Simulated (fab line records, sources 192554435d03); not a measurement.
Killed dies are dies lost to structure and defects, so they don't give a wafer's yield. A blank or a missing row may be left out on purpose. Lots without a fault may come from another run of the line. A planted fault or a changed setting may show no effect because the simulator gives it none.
fab line records | flow n5_finfet
record lots=21 wafers=63 last_day=17
route steps=1938 shown BEOL_M0_SAQP@651 BEOL_M0_CUTY@713
lots that met no fault: from a run of the same line without faults
start_h: hours from the record's first day to the start of the lot's first wafer shown | wait_h: hours since the lot's step before | " the same as in the row above | L1.1+2: a row that stands for several wafers | - no value, or no start given | * or withheld: withheld | < > ~ a bound
route shown NAME@n: a module of which the file shows steps, and the number in the route of the first | usual: mean/standard deviation of fault-free wafers | same: alike in all rows | chamber/n: place in a boat | sites: the reading at each site | _std_site: their standard deviation | _edge_site: outer sites' mean less inner sites' | radius_mm: how far each site lies from the wafer's centre | mask NAME#n: copy n | behind: the tool/chamber that last shaped the wafer | hold: why the lot was held/for how many hours/how that ended | device: the transistor (n, p or np) that didn't switch | end of line: the same wafers' tests at the end of the route | a step without rows: its recipe alone | killed: dies lost to structure and defects at the first sort, not the wafer's yield | map: a wafer's dies, x killed, . not, _ none there
set.NAME: the setting as run; set.NAME@STEP: as run at that earlier step | model.NAME: the simulator's own value behind a step, which no gauge read
steps of the route over a sample of lots; a table a step, a row a wafer
services: from which hour (start_h, from the record's first day; less than 0 if before it) a tool's chamber was out of use, for how many hours, and why
## steps
# step N5_BEOL_M0_SAQP_INSPECT_16
# recipe mode=adi inspect_instrument=brightfield
# usual raw_defect_count=554/150
# columns lot.wafer tool chamber start_h wait_h raw_defect_count
L074.1 defect_inspect-01 - 107.77 0.0 655
L074.5 " - " " 471
L074.6 " - " " 469
L075.1 defect_inspect-02 - 112.76 0.0 431
L075.2 " - " " 746
L075.4 " - " " 439
L076.4 defect_inspect-01 - 122.11 0.0 366
L076.5 " - " " 434
L076.6 " - " " 337
L077.1 defect_inspect-01 - 124.20 0.0 459
L077.2 " - " " 512
L077.6 " - " " 381
L078.1 defect_inspect-02 - 132.47 0.0 493
L078.4 " - " " 537
L078.6 " - " " 531
L079.4 defect_inspect-01 - 138.70 0.0 548
L079.5 " - " " 709
L079.6 " - " " 808
L080.1 defect_inspect-02 - 145.29 0.0 525
L080.3 " - " " 402
L080.4 " - " " 822
L081.2 defect_inspect-01 - 148.46 0.0 559
L081.4 " - " " 521
L081.6 " - " " 513
L082.2 defect_inspect-02 - 154.07 0.0 666
L082.3 " - " " 664
L082.6 " - " " 695
L083.1 defect_inspect-02 - 160.26 0.0 479
L083.2 " - " " 623
L083.6 " - " " 684
L085.1 defect_inspect-02 - 173.71 0.0 740
L085.2 " - " " 752
L085.4 " - " " 575
L086.1 defect_inspect-02 - 179.31 0.0 440
L086.3 " - " " 388
L086.4 " - " " 378
L088.1 defect_inspect-02 - 192.19 0.0 459
L088.2 " - " " 685
L088.3 " - " " 639
L089.1 defect_inspect-02 - 203.71 0.0 412
L089.4 " - " " 458
L089.6 " - " " 424
L090.1 defect_inspect-01 - 213.93 0.0 441
L090.2 " - " " 541
L090.5 " - " " 440
L092.1 defect_inspect-01 - 216.03 0.0 1028
L092.3 " - " " 446
L092.6 " - " " 483
L091.3 defect_inspect-02 - 216.36 0.0 669
L091.4 " - " " 482
L091.6 " - " " 935
L093.1 defect_inspect-02 - 220.42 0.0 517
L093.4 " - " " 464
L093.6 " - " " 466
L094.1 defect_inspect-01 - 224.14 0.0 366
L094.2 " - " " 370
L094.3 " - " " 319
L096.1 defect_inspect-01 - 244.16 0.0 580
L096.3 " - " " 845
L096.5 " - " " 588
L097.3 defect_inspect-01 - 245.08 0.0 571
L097.4 " - " " 552
L097.6 " - " " 473
# step N5_BEOL_M0_SAQP_HM_OPEN_112
# recipe chemistry=CHF3/O2 target=SiO2 stop_on=a-Si target_depth_a=120 over_etch_frac=1.25 mask_material=SOC time_s=13.5 pressure_mtorr=30 source_w=650 bias_w=170 Ar_flow_sccm=200 CHF3_flow_sccm=50 O2_flow_sccm=5 ion_energy_ev=200 ends=end_point
# usual chamber_pressure_mTorr=30.00/0.031 drypump_motor_current_A=5.5/0.44 oes_product_au=0.51/0.048 rf_vpp_V=524/6.3 showerhead_plenum_p_Torr=2.43/0.072 throttle_valve_pct=18.89/0.19
# columns lot.wafer tool chamber start_h wait_h chamber_pressure_mTorr drypump_motor_current_A oes_product_au rf_hours_counter_h rf_vpp_V showerhead_plenum_p_Torr throttle_valve_pct
L074.1 rie_diel-06 3 108.00 0.0 30.03 6.8 0.60 13 529 2.47 18.60
L074.5 " 3 " " 30.03 6.8 0.61 - 529 2.47 18.59
L074.6 " 0 " " 29.97 5.5 0.51 - 516 2.33 19.04
L075.1 rie_diel-05 2 112.99 0.0 30.02 6.0 0.46 216 522 2.38 19.10
L075.2 " 3 " " 29.97 5.4 0.49 150 524 2.52 18.79
L075.4 " 0 " " 29.99 5.3 0.51 138 516 2.43 18.63
L076.4 rie_diel-05 1 122.33 0.0 30.00 5.6 0.46 232 525 2.28 19.20
L076.5 " 0 " " 30.04 5.3 0.52 - 518 2.43 18.64
L076.6 " 3 " " 29.97 5.4 0.49 - 525 2.51 18.79
L077.1 rie_diel-06 3 124.43 0.0 29.99 6.8 0.59 18 529 2.47 18.61
L077.2 " 2 " " 29.98 5.7 0.50 120 526 2.33 19.17
L077.6 " 0 " " 30.00 5.5 0.51 - 515 2.33 19.05
L078.1 rie_diel-06 0 132.70 0.0 29.99 5.5 0.50 135 514 2.33 19.05
L078.4 " 3 " " 29.99 6.8 0.59 21 528 2.47 18.63
L078.6 " 3 " " 30.02 6.8 0.60 - 529 2.47 18.62
L079.4 rie_diel-03 3 139.20 0.0 30.01 5.1 0.57 79 515 2.44 18.73
L079.5 " 3 " " 29.98 5.1 0.56 - 518 2.44 18.73
L079.6 " 0 " " 30.01 5.3 0.47 - 535 2.49 18.81
L080.1 rie_diel-06 3 145.69 0.0 30.01 6.8 0.58 25 529 2.47 18.63
L080.3 " 0 " " 30.00 5.5 0.51 140 516 2.33 19.08
L080.4 " 1 " " 30.00 5.3 0.58 51 531 2.45 18.87
L081.2 rie_diel-05 1 148.69 0.0 29.99 5.6 0.45 239 526 2.28 19.20
L081.4 " 3 " " 30.03 5.4 0.50 161 526 2.51 18.82
L081.6 " 2 " " 30.06 6.0 0.46 - 522 2.38 19.15
L082.2 rie_diel-03 1 154.59 0.0 30.05 5.2 0.47 193 521 2.50 18.86
L082.3 " 2 " " 29.97 4.8 0.46 248 524 2.38 18.74
L082.6 " 2 " " 30.04 4.8 0.46 - 522 2.38 18.75
L083.1 rie_diel-06 1 160.48 0.0 29.99 5.3 0.57 55 530 2.45 18.86
L083.2 " 0 " " 29.96 5.5 0.50 144 517 2.32 19.07
L083.6 " 1 " " 30.01 5.3 0.57 - 531 2.45 18.87
L085.1 rie_diel-05 1 173.94 0.0 30.00 5.6 0.45 246 524 2.28 19.20
L085.2 " 2 " " 30.00 6.0 0.45 235 523 2.38 19.13
L085.4 " 3 " " 29.80 5.4 0.49 168 525 2.51 18.82
L086.1 rie_diel-03 3 179.53 0.0 30.01 5.1 0.55 93 515 2.44 18.74
L086.3 " 2 " " 30.05 4.8 0.64 0 522 2.38 18.34
L086.4 " 0 " " 29.97 5.4 0.47 191 535 2.49 18.83
L088.1 rie_diel-05 0 192.58 0.0 29.99 5.3 0.49 161 516 2.42 18.69
L088.2 " 2 " " 30.00 6.0 0.45 241 522 2.37 19.15
L088.3 " 3 " " 30.02 5.4 0.48 175 523 2.50 18.81
L089.1 rie_diel-06 2 203.94 0.0 30.03 5.7 0.48 146 524 2.32 19.20
L089.4 " 1 " " 30.00 5.4 0.56 68 530 2.45 18.89
L089.6 " 1 " " 29.95 5.3 0.57 - 530 2.45 18.89
L090.1 rie_diel-05 0 214.16 0.0 29.97 5.3 0.49 168 517 2.42 18.69
L090.2 " 2 " " 30.00 6.0 0.44 249 523 2.37 19.16
L090.5 " 1 " " 29.99 5.6 0.62 - 532 2.56 18.84
L092.1 rie_diel-03 3 216.25 0.0 30.01 5.1 0.54 103 513 2.43 18.76
L092.3 " 1 " " 30.00 5.2 0.46 213 521 2.49 18.88
L092.6 " 1 " " 29.97 5.2 0.47 - 520 2.49 18.89
L091.3 rie_diel-03 0 216.59 0.0 29.99 5.4 0.45 202 534 2.48 18.86
L091.4 " 3 " " 30.00 5.1 0.54 - 516 2.43 18.75
L091.6 " 1 " " 29.97 5.2 0.46 - 519 2.49 18.89
L093.1 rie_diel-03 0 221.13 0.0 30.02 5.3 0.45 204 535 2.48 18.85
L093.4 " 1 " " 30.04 5.2 0.46 - 520 2.49 18.89
L093.6 " 1 " " 29.96 5.1 0.47 - 520 2.49 18.89
L094.1 rie_diel-06 1 224.37 0.0 30.02 5.3 0.56 74 531 2.45 18.91
L094.2 " 3 " " 30.00 6.8 0.55 52 531 2.46 18.68
L094.3 " 0 " " 29.98 5.4 0.48 164 514 2.32 19.08
L096.1 rie_diel-03 1 244.83 0.0 29.98 5.2 0.46 225 520 2.48 18.92
L096.3 " 2 " " 30.04 4.8 0.60 18 524 2.37 18.37
L096.5 " 3 " " 30.01 5.1 0.54 - 516 2.43 18.77
L097.3 rie_diel-06 0 245.39 0.0 29.94 5.4 0.49 171 515 2.31 19.09
L097.4 " 1 " " 29.97 5.3 0.56 81 530 2.44 18.93
L097.6 " 1 " " 30.02 5.3 0.56 - 529 2.44 18.92
# step N5_BEOL_M0_SAQP_ETCH_106
# recipe chemistry=N2/H2 target=SOC target_depth_a=1500 stop_on=SiNx ion_energy_ev=100 bias_w=61 pressure_mtorr=30 source_w=850 n2_flow_sccm=200 h2_flow_sccm=200
# usual chamber_pressure_mTorr=29.998/0.028 drypump_motor_current_A=5.6/0.49 oes_product_au=0.79/0.081 rf_vpp_V=240.7/1.4 showerhead_plenum_p_Torr=2.55/0.085 throttle_valve_pct=17.83/0.26
# columns lot.wafer tool chamber start_h wait_h chamber_pressure_mTorr drypump_motor_current_A oes_product_au rf_hours_counter_h rf_vpp_V showerhead_plenum_p_Torr throttle_valve_pct
L074.1 rie_diel-03 3 110.24 - 30.004 5.1 0.85 70 240.7 2.57 17.60
L074.5 " 3 " " 29.970 5.1 0.86 - 239.8 2.57 17.59
L074.6 " 0 " " 29.952 5.3 0.71 - 242.6 2.65 17.85
L075.1 rie_diel-06 3 115.25 - 29.960 6.8 0.92 15 242.0 2.60 17.47
L075.2 " 0 " " 30.028 5.5 0.77 129 238.1 2.44 17.94
L075.4 " 1 " " 29.999 5.3 0.89 41 241.5 2.60 17.88
L076.4 rie_diel-06 0 124.78 - 29.985 5.5 0.77 132 239.3 2.44 17.94
L076.5 " 3 " " 29.996 6.8 0.92 - 240.9 2.60 17.47
L076.6 " 0 " " 29.981 5.5 0.77 - 238.0 2.44 17.93
L077.1 rie_diel-05 3 126.95 - 30.015 5.4 0.75 155 241.0 2.65 17.69
L077.2 " 0 " " 30.009 5.3 0.76 143 240.6 2.55 17.46
L077.6 " 3 " " 30.039 5.4 0.75 - 241.4 2.65 17.69
L078.1 rie_diel-06 0 134.78 - 30.040 5.5 0.76 136 239.0 2.44 17.93
L078.4 " 2 " " 29.971 5.7 0.76 123 239.4 2.46 18.23
L078.6 " 1 " " 30.022 5.3 0.88 - 241.9 2.59 17.87
L079.4 rie_diel-06 2 141.70 - 29.995 5.7 0.74 126 239.3 2.46 18.25
L079.5 " 0 " " 29.972 5.5 0.77 - 240.0 2.44 17.94
L079.6 " 1 " " 30.006 5.3 0.87 - 241.7 2.59 17.89
L080.1 rie_diel-06 3 148.36 - 29.990 6.8 0.90 26 241.4 2.59 17.49
L080.3 " 0 " " 29.992 5.5 0.76 140 239.4 2.43 17.95
L080.4 " 2 " " 29.999 5.7 0.74 128 239.6 2.46 18.24
L081.2 rie_diel-06 3 151.12 - 30.004 6.8 0.90 27 242.4 2.59 17.48
L081.4 " 1 " " 30.019 5.3 0.87 53 240.7 2.59 17.88
L081.6 " 1 " " 30.012 5.3 0.86 - 240.5 2.59 17.88
L082.2 rie_diel-06 2 156.79 - 30.029 5.7 0.75 130 239.1 2.45 18.25
L082.3 " 0 " " 30.012 5.5 0.75 143 240.0 2.43 17.95
L082.6 " 1 " " 30.007 5.3 0.86 - 241.1 2.59 17.90
L083.1 rie_diel-06 2 162.68 - 29.986 5.7 0.75 132 239.9 2.45 18.24
L083.2 " 3 " " 30.021 6.8 0.89 30 241.4 2.59 17.48
L083.6 " 1 " " 30.040 5.4 0.87 - 240.9 2.59 17.90
L085.1 rie_diel-03 1 176.11 - 29.973 5.2 0.70 201 241.8 2.63 17.85
L085.2 " 3 " " 29.973 5.1 0.83 91 240.9 2.56 17.62
L085.4 " 3 " " 29.978 5.1 0.83 - 241.2 2.56 17.63
L086.1 rie_diel-05 3 185.30 - 29.950 5.4 0.73 172 241.2 2.64 17.72
L086.3 " 0 " " 29.964 5.3 0.75 158 239.1 2.54 17.51
L086.4 " 2 " " 30.002 6.0 0.67 238 237.7 2.50 18.24
L088.1 rie_diel-05 0 195.10 - 30.013 5.3 0.75 162 240.9 2.54 17.51
L088.2 " 3 " " 30.000 5.4 0.73 176 241.6 2.64 17.72
L088.3 " 2 " " 30.002 6.0 0.68 242 240.8 2.50 18.25
L089.1 rie_diel-06 3 206.28 - 30.011 6.8 0.87 46 239.8 2.58 17.51
L089.4 " 1 " " 30.016 5.3 0.85 68 241.0 2.59 17.90
L089.6 " 3 " " 30.025 6.7 0.86 - 240.8 2.58 17.50
L090.1 rie_diel-06 2 216.23 - 29.991 5.7 0.73 149 239.0 2.45 18.29
L090.2 " 0 " " 30.054 5.5 0.75 161 238.9 2.43 17.98
L090.5 " 2 " " 30.066 5.7 0.73 - 239.0 2.45 18.27
L092.1 rie_diel-06 0 218.34 - 29.916 5.5 0.74 162 239.1 2.43 17.98
L092.3 " 3 " " 29.989 6.8 0.85 49 241.7 2.58 17.54
L092.6 " 2 " " 30.030 5.7 0.73 - 239.4 2.45 18.28
L091.3 rie_diel-05 0 218.93 - 29.963 5.3 0.74 169 238.6 2.53 17.51
L091.4 " 1 " " 29.944 5.6 0.94 3 244.6 2.71 17.81
L091.6 " 0 " " 30.004 5.3 0.74 - 241.4 2.53 17.51
L093.1 rie_diel-05 1 223.91 - 30.027 5.6 0.92 6 241.6 2.71 17.80
L093.4 " 1 " " 30.007 5.6 0.93 - 242.8 2.71 17.80
L093.6 " 0 " " 29.972 5.3 0.74 - 240.5 2.53 17.51
L094.1 rie_diel-05 1 226.68 - 29.996 5.6 0.93 7 241.9 2.71 17.79
L094.2 " 3 " " 30.035 5.4 0.72 187 242.8 2.64 17.74
L094.3 " 0 " " 29.981 5.3 0.73 173 240.6 2.53 17.52
L096.1 rie_diel-05 1 247.17 - 30.040 5.6 0.90 14 241.6 2.71 17.81
L096.3 " 2 " " 29.996 6.0 0.96 4 241.8 2.49 17.86
L096.5 " 1 " " 30.011 5.6 0.91 - 243.1 2.71 17.82
L097.3 rie_diel-03 3 247.65 - 30.012 5.1 0.82 106 241.3 2.56 17.66
L097.4 " 2 " " 29.945 4.8 0.89 18 239.6 2.48 17.24
L097.6 " 3 " " 30.030 5.1 0.81 - 239.5 2.56 17.65
# step N5_BEOL_M0_SAQP_CD_MEAS_40
# recipe target_cd_nm=30 landing_energy_ev=500 detector=se_inlens
# usual cd_nm=29.98/0.24
# columns lot.wafer tool chamber start_h wait_h cd_nm
L074.1 cd_sem-03 0 111.70 - 29.79
L074.5 " 0 " " 29.71
L074.6 " 0 " " 30.13
L075.1 cd_sem-01 0 116.85 - 29.91
L075.2 " 0 " " 29.92
L075.4 " 0 " " 29.99
L076.4 cd_sem-03 0 126.32 - 29.98
L076.5 " 0 " " 29.65
L076.6 " 0 " " 29.64
L077.1 cd_sem-03 0 128.44 - 29.63
L077.2 " 0 " " 29.67
L077.6 " 0 " " 30.02
L078.1 cd_sem-02 0 136.78 - 29.90
L078.4 " 0 " " 30.18
L078.6 " 0 " " 29.87
L079.4 cd_sem-01 0 143.06 - 29.77
L079.5 " 0 " " 30.12
L079.6 " 0 " " 29.86
L080.1 cd_sem-01 0 149.72 - 29.91
L080.3 " 0 " " 30.07
L080.4 " 0 " " 29.98
L081.2 cd_sem-03 0 152.48 - 30.39
L081.4 " 0 " " 30.08
L081.6 " 0 " " 29.93
L082.2 cd_sem-02 0 158.16 - 29.91
L082.3 " 0 " " 30.09
L082.6 " 0 " " 29.93
L083.1 cd_sem-02 0 164.51 - 30.00
L083.2 " 0 " " 30.04
L083.6 " 0 " " 29.64
L085.1 cd_sem-02 0 177.67 - 30.11
L085.2 " 0 " " 30.28
L085.4 " 0 " " 30.02
L086.1 cd_sem-01 0 186.68 - 29.69
L086.3 " 0 " " 30.36
L086.4 " 0 " " 29.98
L088.1 cd_sem-01 0 196.93 - 29.95
L088.2 " 0 " " 29.72
L088.3 " 0 " " 29.96
L089.1 cd_sem-02 0 207.79 - 29.87
L089.4 " 0 " " 30.20
L089.6 " 0 " " 29.97
L090.1 cd_sem-03 0 217.72 - 30.06
L090.2 " 0 " " 29.67
L090.5 " 0 " " 29.72
L092.1 cd_sem-01 0 220.16 - 29.65
L092.3 " 0 " " 29.41
L092.6 " 0 " " 29.73
L091.3 cd_sem-02 0 220.76 - 29.87
L091.4 " 0 " " 30.11
L091.6 " 0 " " 30.00
L093.1 cd_sem-02 0 225.27 - 29.79
L093.4 " 0 " " 29.77
L093.6 " 0 " " 30.20
L094.1 cd_sem-01 0 228.27 - 29.35
L094.2 " 0 " " 29.84
L094.3 " 0 " " 29.73
L096.1 cd_sem-02 0 248.70 - 30.00
L096.3 " 0 " " 30.22
L096.5 " 0 " " 30.51
L097.3 cd_sem-02 0 249.19 - 30.33
L097.4 " 0 " " 30.36
L097.6 " 0 " " 30.65
# step N5_BEOL_M0_SAQP_CUT_ETCH_46
# recipe chemistry=N2/H2 target=SOC target_depth_a=1350 overetch_a=270 temp_c=40 time_s=202.5 ion_energy_ev=200 mask_material=SiARC pressure_mtorr=30 source_w=840 bias_w=150 n2_flow_sccm=200 h2_flow_sccm=200
# usual chamber_pressure_mTorr=30.002/0.029 drypump_motor_current_A=5.4/0.4 rf_vpp_V=524.5/2.1 showerhead_plenum_p_Torr=2.57/0.077 throttle_valve_pct=17.78/0.24
# columns lot.wafer tool chamber start_h wait_h chamber_pressure_mTorr drypump_motor_current_A rf_hours_counter_h rf_vpp_V showerhead_plenum_p_Torr throttle_valve_pct
L074.1 rie_diel-03 3 111.91 0.0 30.021 5.1 71 525.1 2.57 17.61
L074.5 " 0 " " 29.939 5.3 - 526.6 2.65 17.85
L074.6 " 3 " " 29.997 5.1 - 524.6 2.57 17.59
L075.1 rie_diel-06 1 117.05 0.0 29.992 5.4 42 524.5 2.60 17.86
L075.2 " 3 " " 30.021 6.8 16 525.5 2.60 17.45
L075.4 " 0 " " 30.021 5.5 130 520.9 2.44 17.91
L076.4 rie_diel-03 3 127.06 0.0 29.966 5.1 76 526.1 2.57 17.60
L076.5 " 2 " " 30.056 4.8 - 522.9 2.49 17.61
L076.6 " 1 " " 29.997 5.1 - 525.1 2.64 17.83
L077.1 rie_diel-06 2 128.64 0.0 29.960 5.7 122 522.1 2.46 18.21
L077.2 " 1 " " 30.019 5.3 45 524.2 2.60 17.87
L077.6 " 0 " " 30.034 5.5 - 520.8 2.44 17.91
L078.1 rie_diel-05 0 136.99 0.0 30.006 5.3 144 524.6 2.54 17.47
L078.4 " 3 " " 30.035 5.4 157 526.9 2.65 17.71
L078.6 " 1 " " 29.992 5.6 - 520.1 2.40 18.19
L079.4 rie_diel-03 0 143.27 0.0 29.958 5.4 178 526.9 2.65 17.86
L079.5 " 3 " " 30.000 5.1 - 524.6 2.57 17.60
L079.6 " 0 " " 30.008 5.3 - 526.8 2.65 17.87
L080.1 rie_diel-03 2 150.24 0.0 29.999 4.8 247 523.5 2.49 17.61
L080.3 " 1 " " 30.034 5.2 191 525.7 2.63 17.81
L080.4 " 3 " " 30.023 5.1 82 525.4 2.57 17.62
L081.2 rie_diel-03 0 152.80 0.0 29.957 5.3 181 526.2 2.65 17.86
L081.4 " 2 " " 30.027 4.8 248 522.1 2.49 17.62
L081.6 " 1 " " 29.981 5.2 - 525.9 2.63 17.84
L082.2 rie_diel-03 2 158.37 0.0 29.993 4.8 249 523.7 2.49 17.64
L082.3 " 0 " " 29.979 5.3 183 526.3 2.64 17.87
L082.6 " 3 " " 29.931 5.1 - 524.2 2.57 17.61
L083.1 rie_diel-06 2 164.72 0.0 30.027 5.7 133 522.0 2.45 18.26
L083.2 " 1 " " 30.007 5.4 57 524.4 2.59 17.91
L083.6 " 1 " " 30.049 5.4 - 524.6 2.59 17.87
L085.1 rie_diel-03 1 177.87 0.0 30.008 5.2 201 526.0 2.63 17.86
L085.2 " 0 " " 29.991 5.3 190 526.4 2.64 17.88
L085.4 " 1 " " 29.977 5.2 - 526.5 2.63 17.84
L086.1 rie_diel-03 2 186.88 0.0 30.021 4.8 3 522.8 2.49 17.22
L086.3 " 1 " " 29.988 5.1 205 524.8 2.63 17.84
L086.4 " 0 " " 29.998 5.4 194 525.2 2.64 17.90
L088.1 rie_diel-05 2 197.14 0.0 29.979 6.0 243 522.4 2.50 18.24
L088.2 " 3 " " 29.993 5.4 177 525.2 2.64 17.70
L088.3 " 0 " " 30.041 5.3 163 521.5 2.54 17.47
L089.1 rie_diel-05 3 208.00 0.0 30.020 5.4 181 526.9 2.64 17.73
L089.4 " 2 " " 30.000 6.0 247 523.6 2.50 18.26
L089.6 " 1 " " 30.053 5.6 - 527.7 2.71 17.79
L090.1 rie_diel-05 1 217.93 0.0 30.016 5.6 3 527.4 2.71 17.80
L090.2 " 2 " " 29.994 6.0 250 523.4 2.50 18.25
L090.5 " 0 " " 29.993 5.3 - 523.6 2.53 17.50
L092.1 rie_diel-05 0 220.62 0.0 29.968 5.3 170 524.1 2.53 17.51
L092.3 " 1 " " 29.959 5.6 5 528.1 2.71 17.78
L092.6 " 0 " " 29.957 5.3 - 523.1 2.53 17.52
L091.3 rie_diel-06 1 221.37 0.0 29.984 5.4 73 524.7 2.58 17.92
L091.4 " 3 " " 29.984 6.8 51 524.2 2.58 17.51
L091.6 " 1 " " 29.937 5.4 - 526.5 2.58 17.93
L093.1 rie_diel-03 1 225.51 0.0 30.036 5.2 217 525.7 2.62 17.88
L093.4 " 0 " " 30.016 5.3 - 525.3 2.63 17.91
L093.6 " 2 " " 30.019 4.8 - 522.2 2.49 17.21
L094.1 rie_diel-03 2 228.53 0.0 29.988 4.8 11 523.1 2.49 17.21
L094.2 " 1 " " 29.996 5.2 219 526.3 2.62 17.88
L094.3 " 0 " " 30.013 5.3 207 526.5 2.63 17.91
L096.1 rie_diel-05 1 248.91 0.0 30.020 5.7 15 529.1 2.71 17.81
L096.3 " 2 " " 29.964 6.0 5 522.4 2.49 17.83
L096.5 " 0 " " 29.993 5.3 - 524.0 2.53 17.51
L097.3 rie_diel-03 0 249.56 0.0 30.020 5.3 216 525.5 2.63 17.92
L097.4 " 3 " " 30.016 5.1 107 525.5 2.56 17.68
L097.6 " 2 " " 29.966 4.8 - 521.6 2.48 17.23
# step N5_BEOL_M0_CUTY_ETCH_63
# recipe chemistry=N2/H2 target=SOC target_depth_a=827 overetch_a=165 mask_material=SiARC temp_c=40 ion_energy_ev=200 time_s=124 pressure_mtorr=30 source_w=840 bias_w=150 n2_flow_sccm=200 h2_flow_sccm=200
# usual chamber_pressure_mTorr=30.004/0.028 drypump_motor_current_A=5.5/0.43 oes_product_au=0.67/0.073 rf_vpp_V=524.1/2.3 showerhead_plenum_p_Torr=2.55/0.081 throttle_valve_pct=17.89/0.28
# columns lot.wafer tool chamber start_h wait_h chamber_pressure_mTorr drypump_motor_current_A oes_product_au rf_hours_counter_h rf_vpp_V showerhead_plenum_p_Torr throttle_valve_pct
L074.1 rie_diel-02 1 113.42 0.0 29.972 5.4 0.56 247 522.0 2.49 17.86
L074.5 " 0 " " 30.013 5.6 0.64 - 522.8 2.53 17.94
L074.6 " 3 " " 30.013 4.9 0.62 - 524.3 2.55 17.87
L075.1 rie_diel-01 1 118.60 0.0 30.026 6.1 0.66 92 521.9 2.46 17.98
L075.2 " 0 " " 29.990 5.9 0.56 247 526.0 2.61 18.00
L075.4 " 2 " " 29.983 5.6 0.80 3 528.3 2.71 17.25
L076.4 rie_diel-04 3 129.00 0.1 30.003 5.4 0.67 - 524.2 2.58 17.89
L076.5 " 2 " " 30.048 5.7 0.81 - 525.4 2.62 18.12
L076.6 " 0 " " 29.996 5.5 0.76 - 526.1 2.60 17.87
L077.1 rie_diel-01 2 130.50 0.0 30.017 5.6 0.80 6 526.5 2.71 17.29
L077.2 " 3 " " 29.965 6.2 0.67 77 527.2 2.68 18.24
L077.6 " 1 " " 30.044 6.1 0.65 - 521.4 2.46 17.99
L078.1 rie_diel-02 1 138.38 0.0 29.935 5.4 0.81 1 521.8 2.49 17.40
L078.4 " 3 " " 29.977 4.9 0.62 146 523.4 2.55 17.88
L078.6 " 3 " " 30.064 4.9 0.61 - 524.0 2.55 17.89
L079.4 rie_diel-02 2 144.68 0.0 29.992 5.0 0.60 167 521.6 2.43 18.12
L079.5 " 1 " " 29.981 5.4 0.79 - 521.9 2.49 17.41
L079.6 " 0 " " 29.987 5.6 0.62 - 524.0 2.52 17.94
L080.1 rie_diel-02 0 151.78 0.0 29.968 5.6 0.62 167 524.6 2.52 17.97
L080.3 " 3 " " 30.002 4.9 0.62 150 524.3 2.54 17.89
L080.4 " 2 " " 29.989 5.0 0.60 170 521.3 2.43 18.12
L081.2 rie_diel-01 2 154.47 0.0 29.973 5.6 0.76 18 528.8 2.70 17.28
L081.4 " 1 " " 29.969 6.1 0.64 107 522.7 2.45 18.00
L081.6 " 3 " " 29.980 6.2 0.67 - 527.3 2.68 18.24
L082.2 rie_diel-04 2 160.04 0.0 29.984 5.6 0.76 12 524.9 2.61 18.15
L082.3 " 0 " " 30.004 5.5 0.74 28 524.5 2.59 17.89
L082.6 " 3 " " 30.011 5.4 0.67 - 524.6 2.57 17.91
L083.1 rie_diel-01 3 166.15 0.0 30.014 6.2 0.67 93 528.1 2.68 18.25
L083.2 " 2 " " 29.970 5.6 0.75 21 528.0 2.70 17.28
L083.6 " 3 " " 30.057 6.2 0.67 - 526.1 2.68 18.24
L085.1 rie_diel-02 1 179.47 0.0 29.951 5.4 0.75 15 522.4 2.48 17.43
L085.2 " 0 " " 30.050 5.6 0.61 176 524.0 2.52 17.96
L085.4 " 2 " " 29.964 5.0 0.59 179 518.4 2.43 18.16
L086.1 rie_diel-04 1 190.42 0.0 30.005 4.8 0.57 235 521.7 2.49 17.94
L086.3 " 3 " " 30.014 5.4 0.67 93 524.4 2.57 17.94
L086.4 " 2 " " 30.023 5.6 0.74 22 524.3 2.61 18.17
L088.1 rie_diel-02 3 198.53 0.0 29.991 4.9 0.60 167 523.8 2.54 17.93
L088.2 " 2 " " 30.013 5.0 0.59 186 522.0 2.42 18.15
L088.3 " 0 " " 29.981 5.6 0.62 181 521.8 2.52 17.98
L089.1 rie_diel-02 1 209.48 0.0 30.044 5.4 0.74 25 522.8 2.48 17.44
L089.4 " 0 " " 30.039 5.7 0.61 185 523.7 2.51 18.00
L089.6 " 2 " " 29.967 5.0 0.58 - 519.9 2.42 18.16
L090.1 rie_diel-01 0 219.46 0.0 30.028 5.9 0.76 24 526.3 2.60 17.57
L090.2 " 1 " " 30.054 6.1 0.62 131 520.1 2.44 18.05
L090.5 " 3 " " 30.046 6.2 0.66 - 528.2 2.67 18.30
L092.1 rie_diel-01 0 223.08 0.0 30.004 6.0 0.76 25 525.2 2.60 17.57
L092.3 " 2 " " 30.006 5.6 0.72 43 528.1 2.69 17.32
L092.6 " 1 " " 29.983 6.1 0.62 - 520.9 2.44 18.05
L091.3 rie_diel-04 0 223.77 0.0 30.056 5.5 0.71 49 524.6 2.58 17.93
L091.4 " 3 " " 29.980 5.4 0.66 104 525.5 2.57 17.95
L091.6 " 1 " " 30.014 4.7 0.56 - 521.9 2.49 17.95
L093.1 rie_diel-04 1 226.78 0.0 30.014 4.8 0.55 249 524.4 2.49 17.94
L093.4 " 0 " " 29.998 5.5 0.71 51 524.7 2.58 17.94
L093.6 " 1 " " 29.958 4.8 0.56 - 523.6 2.49 17.94
L094.1 rie_diel-01 1 229.94 0.0 30.047 6.1 0.62 135 522.7 2.44 18.07
L094.2 " 3 " " 30.009 6.2 0.65 116 527.8 2.67 18.29
L094.3 " 0 " " 29.995 5.9 0.76 28 525.5 2.59 17.59
L096.1 rie_diel-02 1 251.06 0.0 30.021 5.4 0.71 39 520.1 2.48 17.49
L096.3 " 2 " " 29.957 5.0 0.58 203 519.8 2.42 18.18
L096.5 " 0 " " 29.991 5.6 0.60 - 523.4 2.51 18.02
L097.3 rie_diel-02 2 251.35 0.0 29.983 5.0 0.57 203 521.1 2.42 18.18
L097.4 " 1 " " 30.002 5.3 0.71 39 522.0 2.47 17.46
L097.6 " 0 " " 30.043 5.6 0.60 - 523.0 2.51 18.02
## services
# columns tool chamber start_h hours kind
rie_diel-03 - 95.11 2.8 pm
rie_diel-01 1 105.60 1.4 repair
rie_diel-02 1 119.95 - clean
rie_diel-02 1 119.95 - consumable_replace:focus_ring
rie_diel-04 1 120.61 9.8 repair
rie_diel-06 3 158.92 1.5 repair
rie_diel-03 2 161.17 - clean
rie_diel-03 2 161.17 - consumable_replace:focus_ring
rie_diel-03 2 161.17 17.2 scheduled_down
rie_diel-03 2 161.17 17.2 vent_cycle
rie_diel-02 0 180.49 4.4 repair
rie_diel-05 1 189.36 - clean
rie_diel-05 1 189.36 - consumable_replace:focus_ring
rie_diel-05 1 189.36 - consumable_replace:showerhead
rie_diel-05 1 189.36 17.0 scheduled_down
rie_diel-05 1 189.36 17.0 vent_cycle
rie_diel-03 2 208.36 12.5 repair
rie_diel-03 3 217.87 22.0 repair
rie_diel-05 2 219.60 - clean
rie_diel-05 2 219.60 - consumable_replace:focus_ring
rie_diel-05 2 219.60 16.4 scheduled_down
rie_diel-05 2 219.60 16.4 vent_cycle
rie_diel-02 - 220.78 2.3 repair
rie_diel-05 3 240.96 8.6 repair
## key
fault none
